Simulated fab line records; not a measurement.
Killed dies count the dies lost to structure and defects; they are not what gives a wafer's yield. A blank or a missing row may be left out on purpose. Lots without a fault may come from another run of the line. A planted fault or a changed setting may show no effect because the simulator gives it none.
Matching of chambers / flow n5-finfet / N5_FIN_SAQP_MANDREL2_REMOVE_60 on rie-si-02: 4 sister chambers
The step chemistry HBr/Cl2/O2, target a-Si, stops on SiNx, bt time 10 s. 14 wafers are shown with their chamber, then 7 later ones without.

WAFERS PAIRED WITH THEIR CHAMBERS
wafer=L075.1; chamber=3; throttle-valve-pct (%)=36.1; oes-product-au (a.u.)=1.008
wafer=L075.4; chamber=1; throttle-valve-pct (%)=36.8; oes-product-au (a.u.)=0.992
wafer=L075.6; chamber=2; throttle-valve-pct (%)=36.5; oes-product-au (a.u.)=1.037
wafer=L076.4; chamber=3; throttle-valve-pct (%)=36.1; oes-product-au (a.u.)=0.991
wafer=L076.5; chamber=3; throttle-valve-pct (%)=36.1; oes-product-au (a.u.)=1.002
wafer=L076.6; chamber=0; throttle-valve-pct (%)=37.2; oes-product-au (a.u.)=1.021
wafer=L079.2; chamber=0; throttle-valve-pct (%)=37.2; oes-product-au (a.u.)=1.015
wafer=L079.4; chamber=0; throttle-valve-pct (%)=37.2; oes-product-au (a.u.)=1.020
wafer=L079.5; chamber=3; throttle-valve-pct (%)=36.1; oes-product-au (a.u.)=1.014
wafer=L083.3; chamber=3; throttle-valve-pct (%)=36.1; oes-product-au (a.u.)=0.998
wafer=L083.5; chamber=2; throttle-valve-pct (%)=36.5; oes-product-au (a.u.)=1.037
wafer=L083.6; chamber=1; throttle-valve-pct (%)=36.6; oes-product-au (a.u.)=1.006
wafer=L086.3; chamber=2; throttle-valve-pct (%)=36.5; oes-product-au (a.u.)=1.029
wafer=L086.4; chamber=1; throttle-valve-pct (%)=36.6; oes-product-au (a.u.)=1.014

SIGNATURES (averages over the wafers above)
reading=throttle-valve-pct; chamber 0=37.200; chamber 1=36.667; chamber 2=36.500; chamber 3=36.100; scatter within a chamber=0.0516
reading=oes-product-au; chamber 0=1.01867; chamber 1=1.00400; chamber 2=1.03433; chamber 3=1.00260; scatter within a chamber=0.00792
Rule: for each reading, subtract the chamber's mean from the wafer's reading, divide by that reading's scatter and square the result; add these up over the readings and take the root, which gives the wafer's distance from the chamber. The wafer belongs to the nearest chamber; if the next one is less than 2 further off, it can't be placed. The scatter is the square root of a quotient: the sum, over the shown wafers, of each reading's squared deviation from its chamber's mean, divided by wafers minus chambers.

WAFERS WITHOUT THEIR CHAMBER
wafer=L086.6; throttle-valve-pct (%)=36.2; oes-product-au (a.u.)=1.009
wafer=L091.3; throttle-valve-pct (%)=36.5; oes-product-au (a.u.)=1.042
wafer=L091.4; throttle-valve-pct (%)=36.6; oes-product-au (a.u.)=1.017
wafer=L091.6; throttle-valve-pct (%)=36.5; oes-product-au (a.u.)=1.039
wafer=L097.1; throttle-valve-pct (%)=36.2; oes-product-au (a.u.)=1.004
wafer=L097.3; throttle-valve-pct (%)=36.5; oes-product-au (a.u.)=1.053
wafer=L097.4; throttle-valve-pct (%)=36.6; oes-product-au (a.u.)=1.018

EACH ONE'S CHAMBER
wafer=L086.6; from the rows above=3; in truth=3
wafer=L091.3; from the rows above=2; in truth=2
wafer=L091.4; from the rows above=can't be placed: 1 or 2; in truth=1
wafer=L091.6; from the rows above=2; in truth=2
wafer=L097.1; from the rows above=3; in truth=3
wafer=L097.3; from the rows above=2; in truth=2
wafer=L097.4; from the rows above=can't be placed: 1 or 2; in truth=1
Placed correctly: 5 of 7. Can't be placed from these rows: 2 (the true chamber is among the candidates in 2). Wrongly placed: 0.
